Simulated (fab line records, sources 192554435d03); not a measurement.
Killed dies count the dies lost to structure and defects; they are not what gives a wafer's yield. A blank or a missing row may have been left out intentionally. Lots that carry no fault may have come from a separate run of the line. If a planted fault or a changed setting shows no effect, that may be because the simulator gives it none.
Chamber matching / flow n5_finfet / 4 sister chambers for N5_BEOL_M15_VIA_ETCH_16 on rie_diel-05
The step etches SiO2 in C4F8/O2/Ar, target depth 1792.2 nm. 8 wafers are shown with their chamber, then 11 later ones without.

== WAFERS PAIRED WITH THEIR CHAMBERS ==
wafer=L078.5; chamber=0; rf_vpp_V (V)=2256; drypump_motor_current_A (A)=6.4
wafer=L079.4; chamber=1; rf_vpp_V (V)=2174; drypump_motor_current_A (A)=5.8
wafer=L081.2; chamber=2; rf_vpp_V (V)=2216; drypump_motor_current_A (A)=6.3
wafer=L081.4; chamber=2; rf_vpp_V (V)=2216; drypump_motor_current_A (A)=6.3
wafer=L087.4; chamber=0; rf_vpp_V (V)=2293; drypump_motor_current_A (A)=6.3
wafer=L087.5; chamber=3; rf_vpp_V (V)=2315; drypump_motor_current_A (A)=6.1
wafer=L087.6; chamber=1; rf_vpp_V (V)=2174; drypump_motor_current_A (A)=5.9
wafer=L088.1; chamber=3; rf_vpp_V (V)=2314; drypump_motor_current_A (A)=6.1

== WAFERS MISSING THEIR CHAMBER ==
wafer=L088.2; rf_vpp_V (V)=2217; drypump_motor_current_A (A)=6.3
wafer=L088.6; rf_vpp_V (V)=2314; drypump_motor_current_A (A)=6.1
wafer=L091.1; rf_vpp_V (V)=2217; drypump_motor_current_A (A)=6.3
wafer=L091.5; rf_vpp_V (V)=2175; drypump_motor_current_A (A)=5.8
wafer=L091.6; rf_vpp_V (V)=2292; drypump_motor_current_A (A)=6.3
wafer=L092.1; rf_vpp_V (V)=2216; drypump_motor_current_A (A)=6.3
wafer=L092.3; rf_vpp_V (V)=2293; drypump_motor_current_A (A)=6.4
wafer=L092.6; rf_vpp_V (V)=2215; drypump_motor_current_A (A)=6.3
wafer=L095.3; rf_vpp_V (V)=2174; drypump_motor_current_A (A)=5.9
wafer=L095.5; rf_vpp_V (V)=2217; drypump_motor_current_A (A)=6.3
wafer=L095.6; rf_vpp_V (V)=2174; drypump_motor_current_A (A)=5.9

== CHAMBER TAKEN BY EACH ==
wafer=L088.2; from the rows above=2; in truth=2
wafer=L088.6; from the rows above=3; in truth=3
wafer=L091.1; from the rows above=2; in truth=2
wafer=L091.5; from the rows above=1; in truth=1
wafer=L091.6; from the rows above=0; in truth=0
wafer=L092.1; from the rows above=2; in truth=2
wafer=L092.3; from the rows above=0; in truth=0
wafer=L092.6; from the rows above=2; in truth=2
wafer=L095.3; from the rows above=1; in truth=1
wafer=L095.5; from the rows above=2; in truth=2
wafer=L095.6; from the rows above=1; in truth=1
11 of 11 placed correctly. Not placeable from these rows: 0. Number placed wrongly: 0.
How it was worked out, from the rows above alone: a wafer's distance from a chamber is the root of the sum, over the readings, of the square of ((its reading less the chamber's mean) divided by the reading's scatter). The wafer belongs to the nearest chamber; if the next one is less than 2 further off, it can't be placed. For every chamber, the mean is computed from those of its wafers that are shown. How the scatter is found: for the shown wafers, subtract from each reading the mean of its chamber, square and add these, divide the total by (wafers less chambers), then take the root.
